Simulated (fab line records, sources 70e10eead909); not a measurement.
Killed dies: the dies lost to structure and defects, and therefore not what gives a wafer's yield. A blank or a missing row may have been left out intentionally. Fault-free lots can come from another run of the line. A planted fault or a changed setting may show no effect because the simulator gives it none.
Which tool did it? + flow nand_harc + 15 lots with 45 wafers sampled at 5 steps, on a route of 1302 steps

## WHAT THE GAUGES SHOWED, per wafer
NHARC_A_START_INSPECT_01. Usual: raw_defect_count at 3.6, with a standard deviation of 2.
| lot  | measured     | on                | raw_defect_count | flag |
|------|--------------|-------------------|------------------|------|
| L764 | day 6 14:22  | defect_inspect-01 | 4 1 4            |      |
| L765 | day 6 23:02  | defect_inspect-02 | 6 2 3            |      |
| L767 | day 7 21:33  | defect_inspect-02 | 0 6 5            |      |
| L771 | day 10 01:14 | defect_inspect-01 | 3 3 5            |      |
| L772 | day 10 01:35 | defect_inspect-02 | 3 4 1            |      |
| L773 | day 10 20:11 | defect_inspect-01 | 5 3 3            |      |
| L774 | day 11 03:33 | defect_inspect-01 | 1 4 2            |      |
| L775 | day 11 10:55 | defect_inspect-01 | 7 4 6            |      |
| L777 | day 11 22:51 | defect_inspect-01 | 6 2 1            |      |
| L780 | day 13 17:20 | defect_inspect-02 | 5 8 3            |      |
| L781 | day 13 19:34 | defect_inspect-02 | 2 1 4            |      |
| L783 | day 14 12:20 | defect_inspect-01 | 3 5 5            |      |
| L785 | day 15 21:35 | defect_inspect-01 | 1 5 1            |      |
| L786 | day 16 08:59 | defect_inspect-02 | 3 0 1            |      |
| L787 | day 16 12:02 | defect_inspect-02 | 3 4 3            |      |

NHARC_A_ZERO_WELL_CD_MEAS_10 targets a cd of 2000 nm. Usual: cd_nm at 1999.3 nm, with a standard deviation of 2.2.
| lot  | measured     | on        | cd_nm (nm)           | flag |
|------|--------------|-----------|----------------------|------|
| L764 | day 6 15:13  | cd_sem-03 | 2001.0 1999.3 1999.2 |      |
| L765 | day 6 23:52  | cd_sem-02 | 1999.8 2001.7 1999.1 |      |
| L767 | day 7 22:25  | cd_sem-02 | 2000.3 2002.3 2001.2 |      |
| L771 | day 10 02:05 | cd_sem-03 | 1997.4 1999.9 1997.1 |      |
| L772 | day 10 02:25 | cd_sem-01 | 2002.3 1999.4 1998.3 |      |
| L773 | day 10 20:54 | cd_sem-01 | 1999.9 1995.5 1995.9 |      |
| L774 | day 11 04:24 | cd_sem-03 | 1998.1 1997.4 1999.5 |      |
| L775 | day 11 11:38 | cd_sem-01 | 1997.8 1997.8 1998.9 |      |
| L777 | day 11 23:34 | cd_sem-02 | 1997.7 1996.8 1996.8 |      |
| L780 | day 13 18:11 | cd_sem-01 | 1996.3 1995.7 1997.0 |      |
| L781 | day 13 20:25 | cd_sem-02 | 1997.5 1999.4 1999.7 |      |
| L783 | day 14 13:10 | cd_sem-01 | 1996.7 1998.3 1998.3 |      |
| L785 | day 15 22:26 | cd_sem-02 | 1999.7 1999.8 2001.6 |      |
| L786 | day 16 09:42 | cd_sem-03 | 2003.3 2001.9 2005.1 |      |
| L787 | day 16 12:46 | cd_sem-01 | 1999.3 2000.3 2003.9 |      |

NHARC_END_SORT_01. Usual: defect_limited_yield 92.4 %, standard deviation 2.2; killed_at_array 46, standard deviation 15; killed_at_other 1.0, standard deviation 1.3; killed_at_periphery 4, standard deviation 3; killed_dies 51, standard deviation 15; killed_open 3.2, standard deviation 1.8; killed_short 2.5, standard deviation 1.5; sort_bin_2_pct 2.7 %, standard deviation 1.1; sort_bin_3_pct 0.6 %, standard deviation 0.34; sort_bin_4_pct 4.3 %, standard deviation 1.3; sort_n_pass 626, standard deviation 15; sort_rim_yield_pct 89 %, standard deviation 4.4; sort_yield_pct 92.4 %, standard deviation 2.2.
| lot  | measured     | on        | defect_limited_yield (%) | killed_at_array | killed_at_other | killed_at_periphery | killed_dies | killed_open | killed_short | sort_bin_2_pct (%) | sort_bin_3_pct (%) | sort_bin_4_pct (%) | sort_n_pass | sort_rim_yield_pct (%) | sort_yield_pct (%) | flag |
|------|--------------|-----------|--------------------------|-----------------|-----------------|---------------------|-------------|-------------|--------------|--------------------|--------------------|--------------------|-------------|------------------------|--------------------|------|
| L765 | day 26 13:53 | prober-02 | 90.7 89.4 94.1           | 60 68 39        | 0 3 1           | 3 1 0               | 63 72 40    | 5 1 4       | 1 1 2        | 3.7 3.4 1.8        | 0.4 0.7 0.9        | 5.2 6.5 3.2        | 614 605 637 | 88 92 89               | 90.7 89.4 94.1     |      |
| L786 | day 34 01:43 | prober-01 | 90.8 89.8 91.6           | 57 67 55        | 1 0 1           | 4 2 1               | 62 69 57    | 4 7 1       | 2 0 1        | 3.2 4.4 2.8        | 0.9 0.3 1.8        | 5.0 5.5 3.8        | 615 608 620 | 87 84 84               | 90.8 89.8 91.6     |      |

## EACH LOT AND THE TOOL THAT RAN IT (in order: tool; ch and the chambers of the sampled wafers; start)
| lot  | NHARC_P_BONDPAD_PVD_27                  | NHARC_A_ONON_D1_DEP_00           |
|------|-----------------------------------------|----------------------------------|
| L764 | pvd_sputter-02, day 6 14:22 or earlier  | pecvd_onon-02 ch 0, day 7 11:57  |
| L765 | pvd_sputter-02, day 6 23:02 or earlier  | pecvd_onon-02 ch 0, day 7 21:59  |
| L767 | pvd_sputter-02, day 7 21:33 or earlier  | pecvd_onon-01 ch 0, day 8 19:27  |
| L771 | pvd_sputter-02, day 10 01:14 or earlier | pecvd_onon-02 ch 0, day 11 00:57 |
| L772 | pvd_sputter-03, day 10 01:35 or earlier | pecvd_onon-01 ch 0, day 11 00:57 |
| L773 | pvd_sputter-02, day 10 20:11 or earlier | pecvd_onon-02 ch 0, day 11 21:16 |
| L774 | pvd_sputter-01, day 11 03:33 or earlier | pecvd_onon-02 ch 0, day 12 02:15 |
| L775 | pvd_sputter-01, day 11 10:55 or earlier | pecvd_onon-02 ch 0, day 12 09:11 |
| L777 | pvd_sputter-03, day 11 22:51 or earlier | pecvd_onon-01 ch 0, day 12 21:15 |
| L780 | pvd_sputter-01, day 13 17:20 or earlier | pecvd_onon-03, day 14 17:01      |
| L781 | pvd_sputter-02, day 13 19:34 or earlier | pecvd_onon-01, day 14 17:01      |
| L783 | pvd_sputter-02, day 14 12:20 or earlier | pecvd_onon-02, day 15 10:36      |
| L785 | pvd_sputter-02, day 15 21:35 or earlier | pecvd_onon-02 ch 0, day 16 20:27 |
| L786 | pvd_sputter-01, day 16 08:59 or earlier | pecvd_onon-02 ch 0, day 17 07:08 |
| L787 | pvd_sputter-01, day 16 12:02 or earlier | pecvd_onon-02 ch 0, day 17 11:49 |
- NHARC_P_BONDPAD_PVD_27: deposits Cu, target thk 30 nm, time 20.49 s.
- NHARC_A_ONON_D1_DEP_00: target thk 1000 nm.

## AS READ BY THE TOOLS THEMSELVES (means over the sampled wafers that have a number; for cases with no such wafer, the mark the record gives instead)
NHARC_P_BONDPAD_PVD_27. Usual: throttle_valve_pct at 30.2 %, with a standard deviation of 0.98.
| lot  | tool           | throttle_valve_pct (%) | flag |
|------|----------------|------------------------|------|
| L764 | pvd_sputter-02 | 29.9                   |      |
| L765 | pvd_sputter-02 | 29.4                   |      |
| L767 | pvd_sputter-02 | 29.7                   |      |
| L771 | pvd_sputter-02 | 29.5                   |      |
| L772 | pvd_sputter-03 | 30.4                   |      |
| L773 | pvd_sputter-02 | 29.5                   |      |
| L774 | pvd_sputter-01 | 30.6                   |      |
| L775 | pvd_sputter-01 | 29.8                   |      |
| L777 | pvd_sputter-03 | 31.3                   |      |
| L780 | pvd_sputter-01 | 30.0                   |      |
| L781 | pvd_sputter-02 | 30.1                   |      |
| L783 | pvd_sputter-02 | 30.3                   |      |
| L785 | pvd_sputter-02 | 30.4                   |      |
| L786 | pvd_sputter-01 | 30.1                   |      |
| L787 | pvd_sputter-01 | 30.0                   |      |

NHARC_A_ONON_D1_DEP_00. Usual: n2_flow_sccm 2750 sccm, standard deviation 7.9; n2o_flow_sccm 2000 sccm, standard deviation 6.
| lot  | tool          | n2_flow_sccm (sccm) | n2o_flow_sccm (sccm) | flag |
|------|---------------|---------------------|----------------------|------|
| L764 | pecvd_onon-02 | 2754                | 2000                 |      |
| L765 | pecvd_onon-02 | 2746                | 2003                 |      |
| L767 | pecvd_onon-01 | 2742                | 1994                 |      |
| L771 | pecvd_onon-02 | 2765                | 1991                 |      |
| L772 | pecvd_onon-01 | 2751                | 1999                 |      |
| L773 | pecvd_onon-02 | 2754                | 1998                 |      |
| L774 | pecvd_onon-02 | 2748                | 2002                 |      |
| L775 | pecvd_onon-02 | 2748                | 1995                 |      |
| L777 | pecvd_onon-01 | 2754                | 2001                 |      |
| L780 | pecvd_onon-03 | -                   | -                    | OFF  |
| L781 | pecvd_onon-01 | -                   | -                    | OFF  |
| L783 | pecvd_onon-02 | -                   | -                    | OFF  |
| L785 | pecvd_onon-02 | 2754                | 1993                 |      |
| L786 | pecvd_onon-02 | 2746                | 1999                 |      |
| L787 | pecvd_onon-02 | 2749                | 2002                 |      |

## THE ANSWER, worked out from the rows above alone
Rule: take the mean of a lot's wafers that have a number; if it is more than 3 standard deviations from the usual mean, the lot is off. A lot without any number at a reading at which 4 lots or more have one is off too. Any other lot the step has rows for is counted as sound. First the gauges in route order, then the tools' own readings, where a lot's mean is used as printed above. The first step at which some lot is off is used, and at that step the reading that is off furthest; a lot without a number counts as furthest.
Off: L780, L781, L783, at NHARC_A_ONON_D1_DEP_00 (n2_flow_sccm). Without a number there: L780, L781, L783.
If a tool, at that step or one of the process steps before it, ran each lot that is off and ran no sound lot following the first of them, it fits. Because NHARC_P_BONDPAD_PVD_27 lacks a start for some lots, the hours and order of its lots are taken from NHARC_A_START_INSPECT_01. Not one of the candidates tried fits.

## WHAT THE SIMULATOR HAD PUT IN
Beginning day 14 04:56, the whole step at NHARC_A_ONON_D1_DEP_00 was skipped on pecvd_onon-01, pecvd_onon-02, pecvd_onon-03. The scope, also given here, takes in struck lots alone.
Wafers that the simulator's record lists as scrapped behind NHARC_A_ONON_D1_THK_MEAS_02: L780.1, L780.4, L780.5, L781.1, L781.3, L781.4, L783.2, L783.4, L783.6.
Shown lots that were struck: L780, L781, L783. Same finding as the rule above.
